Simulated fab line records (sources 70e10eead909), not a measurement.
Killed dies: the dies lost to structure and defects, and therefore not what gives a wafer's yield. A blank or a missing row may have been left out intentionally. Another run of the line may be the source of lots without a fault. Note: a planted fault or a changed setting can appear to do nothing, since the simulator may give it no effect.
Which tool was responsible?    flow nand-harc    Sampling: 12 lots, 36 wafers, 2 of 1159 route steps

== WHAT EACH GAUGE READ, for each wafer ==
NHARC_A_ONON_D1_THK_MEAS_34: measures by ellipsometry.
lot   measured      on             thk-nm (nm)
L076  day 8 08:53   film-metro-01  200.3 198.1 203.7
L077  day 8 16:17   film-metro-01  199.1 201.5 201.7
L080  day 9 11:46   film-metro-01  201.0 201.1 202.4
L081  day 9 22:44   film-metro-02  201.0 200.7 203.6
L083  day 9 22:38   film-metro-01  197.8 199.5 203.5
L084  day 10 14:12  film-metro-01  196.5 199.0 200.5
L087  day 11 07:45  film-metro-01  199.3 197.8 198.9
L089  day 11 23:34  film-metro-02  196.7 197.8 204.7
L092  day 12 02:58  film-metro-02  202.1 199.9 204.4
L093  day 12 13:53  film-metro-02  203.7 196.0 199.1
L095  day 13 07:17  film-metro-01  199.6 202.9 202.6
L096  day 13 12:55  film-metro-01  199.2 203.2 201.3

== TOOL THAT RAN EACH LOT (tool first, then ch and the chambers of the sampled wafers, then the start) ==
lot   NHARC_P_BONDPAD_ACTIVATE_29
L076  rie-diel-10 ch 0,1,3, day 6 20:26
L077  rie-diel-10 ch 0,2,3, day 7 04:22
L080  rie-diel-11 ch 0,1, day 7 22:49
L081  rie-diel-10 ch 0,3, day 8 06:01
L083  rie-diel-11 ch 0,1, day 8 09:32
L084  rie-diel-10 ch 2,3, day 9 00:49
L087  rie-diel-10 ch 0,1,3, day 9 19:14
L089  rie-diel-06 ch 0,2,3, day 10 12:23
L092  rie-diel-06 ch 0,2,3, day 10 16:37
L093  rie-diel-10 ch 0,1,3, day 10 23:58
L095  rie-diel-10 ch 0,1,2, day 11 16:26
L096  rie-diel-06 ch 1,3, day 11 22:09
- NHARC_P_BONDPAD_ACTIVATE_29: chemistry N2, time 60 s.

== THE ANSWER, worked out from the rows above alone ==
Rule: what is usual is taken from the lots themselves. Put in order of their means at a reading, lots are off if they are a third of the lots or fewer, leave a main group of 4 or more, and stand apart from it by a gap of 3 or more times the standard deviation of the main group's means; of several such gaps the widest counts. If all means in a main group match to the digits the tables above print for the reading, that group is not used. Also off: a lot with no number at a reading for which 4 or more lots have one. Where the step has rows for the other lots, those lots are counted as sound.
No lot is off at any reading shown: from this, nothing can be told.

== WHAT HAD BEEN PUT IN BY THE SIMULATOR ==
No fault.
